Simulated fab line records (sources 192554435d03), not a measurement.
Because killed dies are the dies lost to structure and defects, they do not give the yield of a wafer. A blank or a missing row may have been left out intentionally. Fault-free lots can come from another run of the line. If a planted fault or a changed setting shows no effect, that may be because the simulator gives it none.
fab line records -- flow n5-finfet
record lots=9, wafers=27, last-day=19
route steps=1938 shown DUMMY_GATE@240 SPACER0@259 SD_EPI_N@273 BEOL_M4@1111
lots that met no fault: from a run of the same line without faults
start-h: hours from the record's opening day to when the first of the lot's shown wafers began -- wait-h: hours elapsed since this lot's preceding step -- " repeats the value in the row above -- L1.1+2: a single row standing in for several wafers -- - no value present, or no start provided -- * or withheld: withheld -- < > ~ a bound
route shown NAME@n: names a module that has steps shown in the file, with the first one's number in the route -- usual: mean/standard deviation of fault-free wafers -- same: alike in all rows -- chamber/n: place in a boat -- sites: readings site by site -- _std_site: standard deviation across them -- _edge_site: outer sites' mean less inner sites' -- radius-mm: for every site, how far away it sits from the centre of the wafer -- mask NAME#n: copy n -- behind: tool/chamber where the wafer was last shaped -- hold: what put the lot on hold/how long, in hours/how the hold closed -- device: the n, p or np transistor that did not switch -- end of line: the same wafers' tests at the end of the route -- a step given without rows: its recipe and nothing more -- killed: dies that structure and defects cost at the first sort, which is not the same as the wafer's yield -- map: shows each die of a wafer: x if killed, . if not, _ if none is there
set.NAME: the setting the step ran with; set.NAME@STEP: the setting that earlier step ran with -- model.NAME: the simulator's own value behind a step, which no gauge read
steps of the route over a sample of lots; a table a step, a row a wafer
services: when a tool's chamber went out of use (start-h, in hours from the record's first day, below 0 if earlier), for how many hours, and the reason
## steps
# step N5_DUMMY_GATE_TRIM_49
# recipe chemistry=O2, resist=SOC, time-s=29, target-cd-nm=14, source-power-w=300, bias-power-w=0, O2_flow_sccm=100, temp-c=20
# usual drypump-motor-current-A=5.6/0.35, oes-product-au=1.004/0.015, throttle-valve-pct=8.16/0.12
# same time-s=29
lot.wafer,tool,chamber,start-h,wait-h,drypump-motor-current-A,oes-product-au,rf-hours-counter-h,throttle-valve-pct
L638.1,rie-si-03,1,60.32,0.0,5.2,1.001,150,8.22
L638.4,rie-si-03,3,60.32,0.0,5.5,1.011,93,8.17
L638.5,rie-si-03,0,60.32,0.0,5.1,0.994,-,8.24
L640.1,rie-si-02,1,73.16,0.0,5.6,0.999,150,8.07
L640.3,rie-si-02,2,73.16,0.0,6.4,1.004,93,8.07
L640.4,rie-si-02,0,73.16,0.0,5.6,1.042,6,8.15
L641.1,rie-si-03,1,79.49,0.0,5.3,0.998,150,8.21
L641.4,rie-si-03,2,79.49,0.0,5.1,1.005,146,7.95
L641.6,rie-si-03,3,79.49,0.0,5.5,1.014,-,8.16
L642.1,rie-si-02,2,82.60,0.0,6.3,0.999,93,8.09
L642.4,rie-si-02,0,82.60,0.0,5.7,1.028,6,8.13
L642.6,rie-si-02,3,82.60,0.0,5.3,0.998,-,8.45
L645.2,rie-si-02,2,105.34,0.0,6.3,1.006,94,8.10
L645.4,rie-si-02,1,105.34,0.0,5.6,1.006,150,8.08
L645.6,rie-si-02,0,105.34,0.0,5.7,1.040,-,8.12
L651.2,rie-si-06,3,135.90,0.0,6.2,1.009,118,8.19
L651.3,rie-si-06,1,135.90,0.0,5.7,0.984,121,8.22
L651.6,rie-si-06,1,135.90,0.0,5.7,0.981,-,8.23
L654.1,rie-si-03,3,154.87,0.0,5.5,0.997,95,8.16
L654.2,rie-si-03,2,154.87,0.0,5.1,1.009,147,7.95
L654.6,rie-si-03,3,154.87,0.0,5.5,1.012,-,8.15
L657.2,rie-si-02,1,173.01,0.0,5.6,1.001,152,8.05
L657.5,rie-si-02,0,173.01,0.0,5.6,1.033,-,8.12
L657.6,rie-si-02,1,173.01,0.0,5.6,1.007,-,8.08
L658.2,rie-si-02,2,187.17,0.0,6.3,0.995,95,8.08
L658.4,rie-si-02,2,187.17,0.0,6.3,0.986,-,8.08
L658.5,rie-si-02,1,187.17,0.0,5.6,0.988,-,8.06
# step N5_DUMMY_GATE_ETCH_32
# recipe chemistry=CF4, target=SiO2, target-depth-a=35, time-s=3.9, ion-energy-ev=350, pressure-mtorr=10, icp-w=800, bias-w=400, cf4-flow-sccm=80
# usual drypump-motor-current-A=5.7/0.35, oes-product-au=0.997/0.015, throttle-valve-pct=21.78/0.21
# same time-s=3.9
lot.wafer,tool,chamber,start-h,wait-h,drypump-motor-current-A,oes-product-au,rf-hours-counter-h,throttle-valve-pct
L638.1,rie-si-06,1,60.95,0.1,5.7,0.992,120,21.91
L638.4,rie-si-06,0,60.95,0.1,5.4,0.973,160,21.93
L638.5,rie-si-06,2,60.95,0.1,5.7,0.971,-,21.39
L640.1,rie-si-03,1,73.62,0.1,5.2,0.998,150,21.62
L640.3,rie-si-03,0,73.62,0.1,5.1,1.006,2,22.06
L640.4,rie-si-03,3,73.62,0.1,5.5,1.008,93,21.55
L641.1,rie-si-02,1,79.98,0.1,5.6,1.012,150,21.68
L641.4,rie-si-02,3,79.98,0.1,5.4,1.000,91,22.12
L641.6,rie-si-02,0,79.98,0.1,5.6,1.027,-,21.71
L642.1,rie-si-06,0,83.16,0.2,5.4,0.980,160,21.93
L642.4,rie-si-06,1,83.16,0.2,5.7,0.985,120,21.92
L642.6,rie-si-06,2,83.16,0.2,5.6,0.986,-,21.41
L645.2,rie-si-06,1,105.78,0.1,5.7,0.994,121,21.92
L645.4,rie-si-06,0,105.78,0.1,5.4,0.982,161,21.93
L645.6,rie-si-06,0,105.78,0.1,5.4,0.982,-,21.93
L651.2,rie-si-02,3,136.34,0.1,5.3,0.996,92,22.12
L651.3,rie-si-02,0,136.34,0.1,5.6,1.021,7,21.71
L651.6,rie-si-02,3,136.34,0.1,5.4,0.994,-,22.14
L654.1,rie-si-06,3,155.31,0.1,6.3,0.986,119,21.91
L654.2,rie-si-06,0,155.31,0.1,5.4,0.975,162,21.94
L654.6,rie-si-06,0,155.31,0.1,5.4,0.989,-,21.93
L657.2,rie-si-02,2,173.60,0.1,6.3,1.021,95,21.80
L657.5,rie-si-02,0,173.60,0.1,5.6,1.016,-,21.71
L657.6,rie-si-02,1,173.60,0.1,5.6,1.014,-,21.67
L658.2,rie-si-02,2,187.66,0.1,6.3,1.027,95,21.79
L658.4,rie-si-02,1,187.66,0.1,5.6,1.001,-,21.68
L658.5,rie-si-02,2,187.66,0.1,6.4,1.016,-,21.79
# step N5_SPACER0_ALD_00
# recipe material=SiOCN, target-thk-a=35, temp-c=400, ald-precursor-family=alkyl-aminosilane, ald-co-reactant=O2/N2-plasma, pulse-time-s=3, purge-time-s=2, co-reactant-purge-time-s=2, ald-cycles=58, pressure-torr=2
# usual ald-cycles=58/0, heater-power-w=856/86, precursor-pulse-height-rel=0.997/0.021
lot.wafer,tool,chamber,start-h,wait-h,ald-cycles,heater-power-w,precursor-pulse-height-rel,since-wet-clean-h
L638.1,ald-sin-02,3,61.63,0.1,58,851,1.006,51
L638.4,ald-sin-02,1,61.63,0.1,58,835,0.981,51
L638.5,ald-sin-02,1,61.63,0.1,58,828,1.010,-
L640.1,ald-sin-02,1,74.32,0.1,58,827,1.008,64
L640.3,ald-sin-02,3,74.32,0.1,58,862,1.015,64
L640.4,ald-sin-02,0,74.32,0.1,55,791,1.007,64
L641.1,ald-sin-02,3,80.68,0.1,58,850,0.958,70
L641.4,ald-sin-02,1,80.68,0.1,55,811,0.982,-
L641.6,ald-sin-02,2,80.68,0.1,55,830,0.976,-
L642.1,ald-sin-01,0,85.23,0.1,58,1092,0.945,366
L642.4,ald-sin-01,3,85.23,0.1,58,956,0.999,366
L642.6,ald-sin-01,3,85.23,0.1,58,971,0.978,-
L645.2,ald-sin-04,1,106.45,0.1,58,805,1.007,204
L645.4,ald-sin-04,3,106.45,0.1,58,891,0.960,204
L645.6,ald-sin-04,2,106.45,0.1,58,977,1.013,-
L651.2,ald-sin-04,2,138.67,0.1,58,961,0.992,236
L651.3,ald-sin-04,1,138.67,0.1,58,804,0.996,236
L651.6,ald-sin-04,3,138.67,0.1,58,882,1.013,-
L654.1,ald-sin-04,2,157.05,0.1,58,997,0.990,255
L654.2,ald-sin-04,1,157.05,0.1,58,800,0.961,255
L654.6,ald-sin-04,2,157.05,0.1,58,1002,0.987,-
L657.2,ald-sin-02,2,174.47,0.1,58,834,0.991,164
L657.5,ald-sin-02,0,174.47,0.1,58,776,0.999,-
L657.6,ald-sin-02,3,174.47,0.1,58,850,0.984,-
L658.2,ald-sin-02,1,188.74,0.1,58,835,0.987,178
L658.4,ald-sin-02,3,188.74,0.1,58,850,0.974,178
L658.5,ald-sin-02,2,188.74,0.1,58,848,1.010,-
# step N5_SD_EPI_N_DESCUM_14
# recipe chemistry=O2, time-s=7.9, source-power-w=50, bias-power-w=20, pressure-mtorr=20, rf-frequency-hz=2.712e+07, temp-c=40, resist=CAR-ArF-block, o2-flow-sccm=225
# usual drypump-motor-current-A=5.9/0.51, oes-product-au=0.77/0.092, rf-vpp-V=242.8/1.3, showerhead-plenum-p-Torr=2.08/0.068, throttle-valve-pct=20.46/0.28
# same time-s=7.9
lot.wafer,tool,chamber,start-h,wait-h,drypump-motor-current-A,oes-product-au,rf-hours-counter-h,rf-vpp-V,showerhead-plenum-p-Torr,throttle-valve-pct
L638.1,rie-diel-03,0,62.53,0.0,5.6,0.71,185,242.1,2.01,20.44
L638.4,rie-diel-03,2,62.53,0.0,5.3,0.80,82,242.9,2.04,20.05
L638.5,rie-diel-03,2,62.53,0.0,5.3,0.80,-,242.7,2.04,20.07
L640.1,rie-diel-01,1,75.49,0.4,5.8,0.68,246,244.1,2.05,20.83
L640.3,rie-diel-01,2,75.49,0.4,6.6,0.79,117,242.4,2.03,20.86
L640.4,rie-diel-01,2,75.49,0.4,6.6,0.79,-,242.2,2.04,20.88
L641.1,rie-diel-03,2,81.98,0.4,5.3,0.80,90,243.6,2.03,20.04
L641.4,rie-diel-03,1,81.98,0.4,5.2,0.70,221,245.0,2.16,20.41
L641.6,rie-diel-03,3,81.98,0.4,6.5,0.73,-,244.7,2.17,20.47
L642.1,rie-diel-03,0,86.30,0.2,5.6,0.71,194,241.0,2.00,20.45
L642.4,rie-diel-03,3,86.30,0.2,6.5,0.73,178,244.9,2.17,20.47
L642.6,rie-diel-03,1,86.30,0.2,5.2,0.71,-,243.2,2.16,20.42
L645.2,rie-diel-03,1,107.23,0.0,5.2,0.69,229,244.5,2.15,20.43
L645.4,rie-diel-03,3,107.23,0.0,6.5,0.73,182,243.8,2.17,20.49
L645.6,rie-diel-03,2,107.23,0.0,5.3,0.79,-,240.6,2.03,20.07
L651.2,rie-diel-03,2,139.90,0.3,5.3,0.79,107,242.0,2.03,20.09
L651.3,rie-diel-03,1,139.90,0.3,5.2,0.70,238,242.5,2.15,20.43
L651.6,rie-diel-03,1,139.90,0.3,5.2,0.69,-,244.8,2.15,20.44
L654.1,rie-diel-01,1,157.82,0.0,5.8,0.92,18,243.7,2.05,20.41
L654.2,rie-diel-01,3,157.82,0.0,5.9,0.96,25,241.8,2.06,20.01
L654.6,rie-diel-01,3,157.82,0.0,6.0,0.95,-,242.7,2.06,20.03
L657.2,rie-diel-04,2,175.25,0.0,5.6,0.73,182,240.2,2.01,20.77
L657.5,rie-diel-04,2,175.25,0.0,5.6,0.71,-,241.2,2.01,20.78
L657.6,rie-diel-04,3,175.25,0.0,5.2,0.70,-,240.4,1.98,20.30
L658.2,rie-diel-03,0,189.67,0.1,5.7,0.70,226,241.3,1.99,20.49
L658.4,rie-diel-03,0,189.67,0.1,5.6,0.69,-,241.7,1.99,20.50
L658.5,rie-diel-03,2,189.67,0.1,5.3,0.78,-,244.0,2.02,20.13
# step N5_BEOL_M4_RC_MEAS_101
# usual DIBL_N=35.8/1.7, DIBL_P=35.3/2, IOFF_N=0.150/0.026, IOFF_P=0.194/0.029, ION_N=667/11, ION_P=456/7.1, SS_N=71.4/0.65, SS_P=73.1/0.64, VT_N=251/3, VT_P=-252/3.2
lot.wafer,tool,chamber,start-h,wait-h,DIBL_N[mV/V],DIBL_P[mV/V],IOFF_N[nA/um],IOFF_P[nA/um],ION_N[uA/um],ION_P[uA/um],SS_N[mV/dec],SS_P[mV/dec],VT_N[mV],VT_P[mV]
L638.1,prober-02,0,223.98,0.0,36.1,36.4,0.148,0.197,663,452,71.0,73.3,252,-252
L638.4,prober-02,0,223.98,0.0,36.0,36.0,0.150,0.196,671,462,71.1,73.4,253,-255
L638.5,prober-02,0,223.98,0.0,37.7,37.8,0.173,0.228,666,457,72.4,74.0,247,-250
L640.1,prober-02,0,244.26,0.0,36.4,35.5,0.157,0.188,673,457,71.0,72.8,251,-249
L640.3,prober-02,0,244.26,0.0,37.6,37.3,0.187,0.220,688,463,71.5,73.7,246,-249
L640.4,prober-02,0,244.26,0.0,35.8,33.9,0.135,0.176,664,455,71.0,73.4,254,-252
L641.1,prober-02,0,248.07,0.0,33.9,32.9,0.125,0.150,669,448,71.4,72.4,255,-255
L641.4,prober-02,0,248.07,0.0,32.7,31.9,0.107,0.150,651,448,70.0,72.3,255,-255
L641.6,prober-02,0,248.07,0.0,35.1,34.6,0.137,0.174,669,458,71.2,72.7,251,-252
L642.1,prober-02,0,260.43,0.0,34.8,34.4,0.118,0.165,659,450,70.4,72.9,254,-255
L642.4,prober-02,0,260.43,0.0,35.6,35.2,0.126,0.167,649,448,71.1,72.2,254,-256
L642.6,prober-02,0,260.43,0.0,34.6,33.4,0.110,0.152,638,445,70.9,72.4,257,-259
L645.2,prober-01,0,277.01,0.2,34.5,36.0,0.148,0.217,665,464,71.5,73.9,250,-247
L645.4,prober-01,0,277.01,0.2,33.9,34.6,0.136,0.202,660,463,70.9,72.9,251,-250
L645.6,prober-01,0,277.01,0.2,35.6,36.7,0.175,0.238,671,462,71.9,73.8,247,-246
L651.2,prober-02,0,313.86,0.2,36.2,37.5,0.165,0.234,667,458,71.4,74.2,244,-247
L651.3,prober-02,0,313.86,0.2,37.0,36.5,0.162,0.206,678,464,71.6,73.9,249,-249
L651.6,prober-02,0,313.86,0.2,35.2,35.8,0.137,0.201,659,459,71.2,73.3,250,-250
L654.1,prober-02,0,327.20,0.0,36.4,34.8,0.156,0.168,648,436,72.4,73.4,254,-253
L654.2,prober-02,0,327.20,0.0,35.6,34.5,0.137,0.160,665,450,71.5,73.4,251,-254
L654.6,prober-02,0,327.20,0.0,38.0,37.2,0.190,0.194,679,455,72.3,74.3,248,-253
L657.2,prober-01,0,344.32,0.2,34.3,34.8,0.117,0.170,668,463,70.9,73.4,255,-253
L657.5,prober-01,0,344.32,0.2,36.6,37.6,0.153,0.217,666,458,71.9,73.2,253,-251
L657.6,prober-01,0,344.32,0.2,34.5,35.9,0.129,0.184,674,463,71.3,73.1,252,-253
L658.2,prober-02,0,347.74,0.2,37.6,35.2,0.177,0.217,680,463,71.3,73.9,248,-248
L658.4,prober-02,0,347.74,0.2,36.5,35.3,0.159,0.212,669,461,70.4,72.7,250,-250
L658.5,prober-02,0,347.74,0.2,36.8,36.0,0.167,0.225,679,464,71.2,73.7,250,-252
## services
tool,chamber,start-h,hours,kind
rie-diel-01,3,67.27,-,clean
rie-diel-01,3,67.27,-,consumable-replace:focus-ring
rie-diel-01,3,67.27,21.9,scheduled-down
rie-diel-01,3,67.27,21.9,vent-cycle
rie-si-02,0,73.47,6.2,repair
ald-sin-02,0,78.91,3.3,repair
ald-sin-01,-,85.61,14.0,pm
rie-diel-03,3,86.91,5.4,repair
rie-diel-01,1,89.16,-,clean
rie-diel-01,1,89.16,-,consumable-replace:focus-ring
rie-diel-01,1,89.16,14.5,scheduled-down
rie-diel-01,1,89.16,14.5,vent-cycle
rie-diel-01,0,100.51,13.7,repair
rie-diel-04,2,110.41,45.9,repair
rie-diel-04,-,115.75,0.4,repair
rie-diel-04,0,159.67,9.2,repair
rie-diel-04,3,166.89,6.3,repair
rie-si-02,3,174.52,23.4,repair
rie-si-02,0,175.83,7.0,repair
rie-diel-03,1,182.04,-,clean
rie-diel-03,1,182.04,-,consumable-replace:focus-ring
rie-diel-03,1,182.04,21.0,scheduled-down
rie-diel-03,1,182.04,21.0,vent-cycle
ald-sin-01,-,183.32,0.7,repair
## key
first-sign step=N5_SPACER0_ALD_00, reading=ald-cycles, direction=down, sigmas=99+, usual=*, struck=*
effect none on later readings
met-at N5_SPACER0_ALD_00
struck-lots L640,L641
struck-wafers L640.4,L641.4,L641.6
not-acting-at N5_DUMMY_GATE_TRIM_49,N5_DUMMY_GATE_ETCH_32,N5_SD_EPI_N_DESCUM_14
onset-between 61.63 74.32
fault kind=process-parameter-drift, tool=ald-sin-02, chamber=-, onset-h=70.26, steps=N5_SPACER0_ALD_00, channel=ald-cycles, offset=*, shape=step, end-h=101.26, scope=struck-wafers-only, acts-in=*, stated=*
